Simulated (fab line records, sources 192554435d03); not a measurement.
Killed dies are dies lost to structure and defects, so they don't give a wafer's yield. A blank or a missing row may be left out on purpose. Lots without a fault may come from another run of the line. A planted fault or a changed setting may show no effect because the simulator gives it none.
fab line records | flow n5_finfet
record lots=10 wafers=29 last_day=17
route steps=1938 shown BEOL_M10@1486 PASSIVATION@1936
lots that met no fault: from a run of the same line without faults
start_h: hours from the record's first day to the start of the lot's first wafer shown | wait_h: hours since the lot's step before | " the same as in the row above | L1.1+2: a row that stands for several wafers | - no value, or no start given | * or withheld: withheld | < > ~ a bound
route shown NAME@n: a module of which the file shows steps, and the number in the route of the first | usual: mean/standard deviation of fault-free wafers | same: alike in all rows | chamber/n: place in a boat | sites: the reading at each site | _std_site: their standard deviation | _edge_site: outer sites' mean less inner sites' | radius_mm: how far each site lies from the wafer's centre | mask NAME#n: copy n | behind: the tool/chamber that last shaped the wafer | hold: why the lot was held/for how many hours/how that ended | device: the transistor (n, p or np) that didn't switch | end of line: the same wafers' tests at the end of the route | a step without rows: its recipe alone | killed: dies lost to structure and defects at the first sort, not the wafer's yield | map: a wafer's dies, x killed, . not, _ none there
set.NAME: the setting as run; set.NAME@STEP: as run at that earlier step | model.NAME: the simulator's own value behind a step, which no gauge read
steps of the route over a sample of lots; a table a step, a row a wafer
services: from which hour (start_h, from the record's first day; less than 0 if before it) a tool's chamber was out of use, for how many hours, and why
## steps
# step N5_BEOL_M10_DESCUM_16
# recipe chemistry=O2 time_s=7.9 source_power_w=50 bias_power_w=20 pressure_mtorr=20 rf_frequency_hz=2.712e+07 temp_c=40 resist=CAR-ArF o2_flow_sccm=225
# usual drypump_motor_current_A=5.8/0.44 oes_product_au=0.80/0.093 rf_vpp_V=243.5/1.4 showerhead_plenum_p_Torr=2.12/0.073 throttle_valve_pct=20.38/0.23
# columns lot.wafer tool chamber start_h wait_h drypump_motor_current_A oes_product_au rf_hours_counter_h rf_vpp_V showerhead_plenum_p_Torr throttle_valve_pct
L687.3 rie_diel-05 2 214.37 0.0 5.5 0.88 24 245.4 2.23 20.28
L687.4 " 3 " " 4.9 0.68 210 245.0 2.15 20.42
L687.5 " 2 " " 5.5 0.88 - 245.3 2.23 20.27
L688.1 rie_diel-05 3 234.63 0.4 4.9 0.68 216 244.0 2.15 20.42
L688.3 " 0 " " 5.9 0.88 45 241.8 2.04 20.02
L688.6 " 1 " " 5.2 0.79 - 244.2 2.11 20.73
L692.1 rie_diel-02 2 245.54 0.0 5.9 0.71 218 242.4 2.17 20.44
L692.4 " 1 " " 6.6 0.78 105 244.1 2.21 20.22
L692.6 " 0 " " 6.4 0.72 - 243.4 2.08 20.27
L690.1 rie_diel-02 1 248.47 0.0 6.5 0.79 106 244.8 2.21 20.24
L690.3 " 2 " " 6.0 0.70 219 243.0 2.16 20.46
L690.6 " 3 " " 5.7 0.98 - 241.6 2.05 20.10
L693.1 rie_diel-02 1 256.45 0.3 6.5 0.79 108 244.5 2.20 20.22
L693.3 " 0 " " 6.4 0.72 202 244.6 2.08 20.27
L693.5 " 3 " " 5.8 0.96 - 243.2 2.05 20.13
L696.4 rie_diel-06 3 283.41 0.0 5.7 0.83 79 244.1 2.20 20.29
L696.5 " 3 " " 5.7 0.83 - 244.3 2.20 20.29
L696.6 " 2 " " 5.1 0.69 - 241.0 1.99 20.91
L697.2 rie_diel-05 3 293.00 0.2 4.8 0.67 237 245.2 2.14 20.46
L697.4 " 0 " " 5.9 0.85 66 242.9 2.03 20.07
L697.5 " 2 " " 5.5 0.84 - 246.1 2.22 20.33
L698.2 rie_diel-02 1 300.91 0.0 6.6 0.77 122 245.1 2.20 20.26
L698.4 " 3 " " 5.8 0.91 21 242.2 2.05 20.15
L698.6 " 2 " " 5.9 0.69 - 244.5 2.16 20.48
L700.1 rie_diel-06 1 304.10 0.2 5.9 0.88 49 245.5 2.21 20.62
L700.2 " 0 " " 5.8 0.91 13 243.1 2.06 20.54
L700.6 " 3 " " 5.7 0.82 - 245.9 2.20 20.30
L709.4 rie_diel-06 3 354.60 0.2 5.8 0.80 - 245.6 2.19 20.32
L709.5 " 1 " " 5.9 0.84 - 245.0 2.20 20.65
# step N5_BEOL_M10_STRIP_67
# recipe chemistry=CF4 resist=SiARC power_w=300 bias_power_w=75 pressure_mtorr=50 cf4_flow_sccm=150 rf_frequency_hz=6e+07
# usual drypump_motor_current_A=5.8/0.44 oes_product_au=0.80/0.088 rf_vpp_V=271.6/1.6 showerhead_plenum_p_Torr=1.81/0.062 throttle_valve_pct=13.54/0.23
# columns lot.wafer tool chamber start_h wait_h drypump_motor_current_A oes_product_au rf_hours_counter_h rf_vpp_V showerhead_plenum_p_Torr throttle_valve_pct
L687.3 rie_diel-05 2 214.60 0.0 5.6 0.87 24 272.3 1.91 13.35
L687.4 " 3 " " 4.9 0.70 210 273.2 1.85 13.76
L687.5 " 2 " " 5.5 0.88 - 274.5 1.91 13.40
L688.1 rie_diel-05 3 234.87 0.0 4.8 0.70 216 271.4 1.85 13.78
L688.3 " 0 " " 5.9 0.87 45 270.8 1.75 13.19
L688.6 " 1 " " 5.2 0.80 - 271.8 1.82 13.85
L692.1 rie_diel-02 2 245.77 0.0 5.9 0.72 218 271.7 1.84 13.64
L692.4 " 1 " " 6.6 0.79 105 272.5 1.89 13.41
L692.6 " 0 " " 6.3 0.73 - 271.3 1.77 13.48
L690.1 rie_diel-02 1 248.71 0.0 6.6 0.79 106 272.6 1.89 13.42
L690.3 " 2 " " 5.9 0.71 219 273.4 1.84 13.64
L690.6 " 3 " " 5.8 0.97 - 271.4 1.76 13.21
L693.1 rie_diel-02 1 256.68 0.0 6.5 0.79 108 273.4 1.89 13.41
L693.3 " 0 " " 6.4 0.73 202 269.0 1.77 13.50
L693.5 " 3 " " 5.7 0.95 - 270.2 1.76 13.20
L696.4 rie_diel-06 3 283.64 0.0 5.7 0.81 79 271.9 1.88 13.45
L696.5 " 3 " " 5.8 0.81 - 274.2 1.88 13.45
L696.6 " 2 " " 5.1 0.69 - 268.6 1.70 14.02
L697.2 rie_diel-05 3 293.23 0.0 4.8 0.68 237 273.2 1.84 13.83
L697.4 " 0 " " 5.9 0.83 66 269.0 1.75 13.25
L697.5 " 2 " " 5.5 0.83 - 273.1 1.90 13.46
L698.2 rie_diel-02 1 301.14 0.0 6.6 0.78 122 273.2 1.88 13.46
L698.4 " 3 " " 5.8 0.91 21 271.0 1.76 13.25
L698.6 " 2 " " 5.9 0.70 - 273.9 1.84 13.67
L700.1 rie_diel-06 1 304.33 0.0 5.9 0.88 49 273.4 1.90 13.72
L700.2 " 0 " " 5.8 0.92 13 270.2 1.76 13.48
L700.6 " 3 " " 5.8 0.80 - 273.2 1.88 13.46
L709.4 rie_diel-06 3 354.83 0.0 5.7 0.80 - 271.2 1.88 13.49
L709.5 " 1 " " 5.9 0.85 - 273.0 1.89 13.77
# step N5_BEOL_M10_CD_MEAS_18
# recipe pitch_nm=140 target_cd_nm=70
# usual cd_nm=70.0/0.49
# columns lot.wafer tool chamber start_h wait_h cd_nm
L687.3 cd_sem-01 - 214.86 0.1 70.0
L687.4 " - " " 70.8
L687.5 " - " " 69.8
L688.1 cd_sem-01 - 235.12 0.0 69.4
L688.3 " - " " 68.9
L688.6 " - " " 69.4
L692.1 cd_sem-01 - 245.99 0.0 70.1
L692.4 " - " " 70.4
L692.6 " - " " 69.9
L690.1 cd_sem-01 - 248.93 0.0 69.8
L690.3 " - " " 70.3
L690.6 " - " " 70.5
L693.1 cd_sem-01 - 256.91 0.0 69.6
L693.3 " - " " 69.9
L693.5 " - " " 69.5
L696.4 cd_sem-03 - 283.87 0.1 70.4
L696.5 " - " " 70.2
L696.6 " - " " 69.1
L697.2 cd_sem-02 - 293.45 0.1 69.8
L697.4 " - " " 69.4
L697.5 " - " " 70.0
L698.2 cd_sem-02 - 301.37 0.1 69.7
L698.4 " - " " 69.8
L698.6 " - " " 69.3
L700.1 cd_sem-01 - 304.61 0.1 69.8
L700.2 " - " " 71.4
L700.6 " - " " 70.4
L709.4 cd_sem-03 - 355.11 0.1 70.0
L709.5 " - " " 70.0
# step N5_BEOL_M10_ETCH_41
# recipe chemistry=CH3F/O2 target=SiCN target_depth_a=426 taper_deg=2 time_s=86 ion_energy_ev=120 mask_material=TiN pressure_mtorr=30 source_w=395 bias_w=75 Ar_flow_sccm=150 CH3F_flow_sccm=30 O2_flow_sccm=20
# usual drypump_motor_current_A=5.7/0.46 oes_product_au=0.80/0.082 rf_vpp_V=297.7/1.6 showerhead_plenum_p_Torr=2.02/0.074 throttle_valve_pct=16.29/0.23
# columns lot.wafer tool chamber start_h wait_h drypump_motor_current_A oes_product_au rf_hours_counter_h rf_vpp_V showerhead_plenum_p_Torr throttle_valve_pct
L687.3 rie_diel-02 0 217.54 - 6.4 0.74 187 296.7 1.99 16.16
L687.4 " 3 " " 5.8 0.66 248 297.0 1.97 16.44
L687.5 " 0 " " 6.3 0.74 - 296.3 1.99 16.16
L688.1 rie_diel-06 2 236.40 - 5.1 0.71 207 294.9 1.90 16.69
L688.3 " 3 " " 5.7 0.86 57 299.8 2.12 16.16
L688.6 " 3 " " 5.7 0.85 - 298.3 2.12 16.17
L692.1 rie_diel-05 2 247.34 - 5.5 0.85 35 300.2 2.12 16.15
L692.4 " 0 " " 5.9 0.87 49 299.2 1.95 15.94
L692.6 " 2 " " 5.5 0.85 - 299.8 2.12 16.13
L690.1 rie_diel-05 1 251.80 - 5.2 0.80 104 297.9 2.01 16.55
L690.3 " 3 " " 4.9 0.67 223 299.2 2.06 16.44
L690.6 " 0 " " 5.9 0.87 - 296.0 1.95 15.94
L693.1 rie_diel-06 1 257.81 - 5.9 0.91 31 298.5 2.12 16.46
L693.3 " 3 " " 5.7 0.85 67 299.5 2.11 16.17
L693.5 " 1 " " 5.9 0.91 - 300.1 2.12 16.45
L696.4 rie_diel-06 0 285.70 - 5.8 0.93 6 297.9 1.96 16.25
L696.5 " 2 " " 5.1 0.68 - 294.6 1.89 16.72
L696.6 " 3 " " 5.7 0.81 - 298.5 2.11 16.21
L697.2 rie_diel-06 0 296.26 - 5.9 0.93 9 295.9 1.96 16.26
L697.4 " 1 " " 5.9 0.89 45 300.0 2.12 16.49
L697.5 " 3 " " 5.7 0.82 - 298.1 2.11 16.21
L698.2 rie_diel-05 3 303.23 - 4.9 0.67 240 298.2 2.05 16.47
L698.4 " 0 " " 5.9 0.84 69 296.3 1.94 15.99
L698.6 " 0 " " 5.9 0.85 - 296.2 1.94 15.99
L700.1 rie_diel-02 0 305.95 - 6.3 0.71 220 295.1 1.98 16.23
L700.2 " 2 " " 5.9 0.70 237 298.4 2.05 16.33
L700.6 " 0 " " 6.3 0.71 - 297.8 1.98 16.23
L709.4 rie_diel-05 3 356.28 - 4.9 0.99 5 297.7 2.05 16.06
L709.5 " 3 " " 4.9 1.25 - 297.3 2.05 16.06
# step N5_PASSIVATION_PROBE_49
# usual defect_limited_yield=91.7/1.5 killed_at_M0_to_M3=30/8.6 killed_at_M4_up=12/4.5 killed_at_contacts=13/5.8 killed_at_front_end=38/11 killed_at_other=4/3 killed_dies=97/17 killed_on_rim=13/3.6 killed_open=63/12 killed_short=32/8.8 sort_bin_5_function=4.8/0.91 sort_bin_6_memory=3.1/0.68 sort_n_pass=1083/17 sort_yield_pct=91.7/1.5
# same gross_dies=1180 killed_at_back_side=0 sort_bin_4_leakage[%]=0 sort_bin_8_speed[%]=0
# columns lot.wafer tool chamber start_h wait_h defect_limited_yield[%] killed_at_M0_to_M3 killed_at_M4_up killed_at_contacts killed_at_front_end killed_at_other killed_dies killed_on_rim killed_open killed_short sort_bin_5_function[%] sort_bin_6_memory[%] sort_n_pass sort_yield_pct[%]
L687.3 prober-01 - 275.29 0.1 92.0 26 11 13 43 1 94 14 69 22 4.7 3.2 1086 92.0
L687.4 prober-01 - 275.34 0.2 89.1 34 9 21 57 8 129 18 94 34 6.2 4.0 1051 89.1
L687.5 prober-01 - 275.39 0.2 89.7 34 9 18 52 8 121 10 75 45 6.5 3.2 1059 89.7
L688.1 prober-02 - 292.78 0.0 92.7 33 8 21 20 4 86 9 57 29 4.2 2.8 1094 92.7
L688.3 prober-02 - 292.88 0.1 92.7 35 4 14 25 8 86 6 64 21 4.5 2.7 1094 92.7
L688.6 prober-02 - 293.03 0.3 91.8 41 12 18 17 9 97 12 63 32 4.1 3.7 1083 91.8
L696.4 prober-01 - 336.44 0.2 91.1 43 18 15 28 1 105 12 73 31 5.6 2.8 1075 91.1
L696.5 prober-01 - 336.49 0.2 89.7 42 16 28 33 3 122 13 78 40 6.0 3.6 1058 89.7
L696.6 prober-01 - 336.54 0.3 93.4 23 12 10 32 1 78 12 51 26 3.6 2.9 1102 93.4
L697.2 prober-01 - 343.90 0.1 91.6 45 8 18 28 0 99 8 64 35 4.6 3.4 1081 91.6
L697.4 prober-01 - 344.00 0.2 89.5 43 18 14 47 2 124 17 77 46 5.3 4.7 1056 89.5
L697.5 prober-01 - 344.05 0.2 90.0 38 8 12 60 0 118 17 68 48 5.9 3.9 1062 90.0
L709.4 prober-01 - 415.96 0.2 93.0 37 8 8 25 5 83 14 58 22 4.3 2.3 1097 93.0
L709.5 prober-01 - 416.01 0.2 91.5 44 13 19 24 0 100 14 65 34 5.1 3.1 1080 91.5
# killed by level:class
L687.3 STI_FIN_REVEAL:geometric_particle:open=21 BEOL_M0_SAQP:geometric_particle:open=8 MOL_CONTACT_COAG:geometric_particle:open=8 BEOL_M3:geometric_particle:open=8 BEOL_M4:geometric_particle:open=7 GATE_CUT:geometric_particle:short=6 BEOL_M0_SAQP:geometric_particle:short=5 MOL_CONTACT_COAG:geometric_particle:short=5
L687.4 STI_FIN_REVEAL:geometric_particle:open=37 MOL_CONTACT_COAG:geometric_particle:open=19 BEOL_M0_SAQP:geometric_particle:short=10 BEOL_M0_SAQP:geometric_particle:open=7 STI_FIN_REVEAL:geometric_particle:short=6 BEOL_M2:geometric_particle:open=5 BEOL_M4:geometric_particle:open=5 FIN_SAQP:geometric_particle:open=3
L687.5 STI_FIN_REVEAL:geometric_particle:open=18 MOL_CONTACT_COAG:geometric_particle:open=14 BEOL_M0_SAQP:geometric_particle:open=12 BEOL_M0_SAQP:geometric_particle:short=7 BEOL_M2:geometric_particle:open=6 GATE_CUT:geometric_particle:short=6 FIN_SAQP:geometric_particle:short=5 PASS1_CAP:geometric_particle:short=5
L688.1 MOL_CONTACT_COAG:geometric_particle:open=16 BEOL_M3:geometric_particle:open=9 FIN_SAQP:geometric_particle:short=7 BEOL_M1:geometric_particle:open=7 MOL_CONTACT_COAG:geometric_particle:short=5 BEOL_M0:geometric_particle:open=5 BEOL_M4:geometric_particle:open=4 STI_FIN_REVEAL:geometric_particle:open=3
L688.3 MOL_CONTACT_COAG:geometric_particle:open=13 FIN_SAQP:geometric_particle:open=9 BEOL_M0_SAQP:geometric_particle:open=9 BEOL_M3:geometric_particle:open=8 DUMMY_GATE:geometric_particle:open=5 BEOL_M0_SAQP:geometric_particle:short=5 BEOL_M0:geometric_particle:open=5 BEOL_M2:geometric_particle:open=5
L688.6 MOL_CONTACT_COAG:geometric_particle:open=15 BEOL_M2:geometric_particle:open=11 BEOL_M0_SAQP:geometric_particle:open=8 BEOL_M0_SAQP:geometric_particle:short=7 BEOL_M4:geometric_particle:open=5 BEOL_M2:geometric_particle:short=4 BEOL_M3:geometric_particle:open=4 PASS1_CAP:geometric_particle:short=4
L696.4 MOL_CONTACT_COAG:geometric_particle:open=13 BEOL_M2:geometric_particle:open=10 BEOL_M4:geometric_particle:open=10 BEOL_M0_SAQP:geometric_particle:short=9 BEOL_M1:geometric_particle:open=8 BEOL_M0_SAQP:geometric_particle:open=6 STI_FIN_REVEAL:geometric_particle:open=5 FIN_SAQP:geometric_particle:short=4
L696.5 MOL_CONTACT_COAG:geometric_particle:open=22 STI_FIN_REVEAL:geometric_particle:open=9 BEOL_M0_SAQP:geometric_particle:open=9 BEOL_M4:geometric_particle:open=9 BEOL_M0_SAQP:geometric_particle:short=8 BEOL_M3:geometric_particle:open=8 MOL_CONTACT_COAG:geometric_particle:short=6 BEOL_M2:geometric_particle:short=5
L696.6 MOL_CONTACT_COAG:geometric_particle:open=8 STI_FIN_REVEAL:geometric_particle:open=7 BEOL_M4:geometric_particle:open=5 FIN_SAQP:geometric_particle:open=4 FIN_SAQP:geometric_particle:short=4 BEOL_M2:geometric_particle:open=4 BEOL_M0_SAQP:geometric_particle:short=4 DUMMY_GATE:geometric_particle:open=3
L697.2 MOL_CONTACT_COAG:geometric_particle:open=15 FIN_SAQP:geometric_particle:short=13 BEOL_M0_SAQP:geometric_particle:open=9 BEOL_M2:geometric_particle:open=8 BEOL_M2:geometric_particle:short=7 BEOL_M1:geometric_particle:open=6 BEOL_M3:geometric_particle:open=6 FIN_SAQP:geometric_particle:open=4
L697.4 FIN_SAQP:geometric_particle:short=20 BEOL_M2:geometric_particle:open=15 FIN_SAQP:geometric_particle:open=12 MOL_CONTACT_COAG:geometric_particle:open=12 BEOL_M2:geometric_particle:short=6 BEOL_M0_SAQP:geometric_particle:open=5 BEOL_M3:geometric_particle:open=5 BEOL_M4:geometric_particle:open=5
L697.5 FIN_SAQP:geometric_particle:short=25 FIN_SAQP:geometric_particle:open=13 MOL_CONTACT_COAG:geometric_particle:open=11 BEOL_M0_SAQP:geometric_particle:short=8 BEOL_M2:geometric_particle:open=8 BEOL_M3:geometric_particle:open=7 BEOL_M0_SAQP:geometric_particle:open=6 STI_FIN_REVEAL:geometric_particle:open=4
L709.4 BEOL_M3:geometric_particle:open=11 STI_FIN_REVEAL:geometric_particle:open=8 BEOL_M1:geometric_particle:open=7 BEOL_M0_SAQP:geometric_particle:open=6 MOL_CONTACT_COAG:geometric_particle:open=5 BEOL_M0_SAQP:geometric_particle:short=4 DUMMY_GATE:geometric_particle:open=3 GATE_CUT:geometric_particle:open=3
L709.5 MOL_CONTACT_COAG:geometric_particle:open=14 BEOL_M1:geometric_particle:open=12 BEOL_M2:geometric_particle:open=11 FIN_SAQP:geometric_particle:short=8 BEOL_M0_SAQP:geometric_particle:open=8 BEOL_M4:geometric_particle:open=6 BEOL_M0_SAQP:geometric_particle:short=5 STARTING-WAFER:geometric_particle:open=5
## services
# columns tool chamber start_h hours kind
rie_diel-06 0 200.31 15.8 repair
rie_diel-02 3 221.54 - clean
rie_diel-02 3 221.54 - consumable_replace:focus_ring
rie_diel-06 0 247.37 - clean
rie_diel-06 0 247.37 - consumable_replace:focus_ring
rie_diel-06 0 247.37 23.0 scheduled_down
rie_diel-06 0 247.37 23.0 vent_cycle
rie_diel-05 0 304.59 5.7 repair
rie_diel-06 3 310.47 18.0 repair
rie_diel-05 3 328.62 - clean
rie_diel-05 3 328.62 - consumable_replace:focus_ring
rie_diel-05 3 328.62 14.2 scheduled_down
rie_diel-05 3 328.62 14.2 vent_cycle
rie_diel-02 2 339.53 - clean
rie_diel-02 2 339.53 - consumable_replace:focus_ring
rie_diel-02 2 339.53 21.4 scheduled_down
rie_diel-02 2 339.53 21.4 vent_cycle
rie_diel-06 2 342.28 - clean
rie_diel-06 2 342.28 - consumable_replace:focus_ring
rie_diel-06 2 342.28 - consumable_replace:showerhead
rie_diel-06 2 342.28 28.4 scheduled_down
rie_diel-06 2 342.28 28.4 vent_cycle
## key
first_sign step=N5_BEOL_M10_ETCH_41 reading=oes_product_au direction=up sigmas=5.6 usual=0.80 struck=1.25
effect none on later readings
met_at N5_BEOL_M10_ETCH_41
struck_lots L709
struck_wafers L709.5
not_acting_at N5_BEOL_M10_DESCUM_16,N5_BEOL_M10_STRIP_67,N5_BEOL_M10_CD_MEAS_18
onset_between 303.23 356.28
fault kind=process_parameter_drift tool=rie_diel-05 chamber=- onset_h=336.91 steps=N5_BEOL_M10_ETCH_41 channel=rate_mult offset=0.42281 shape=step end_h=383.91 scope=struck_wafers_only
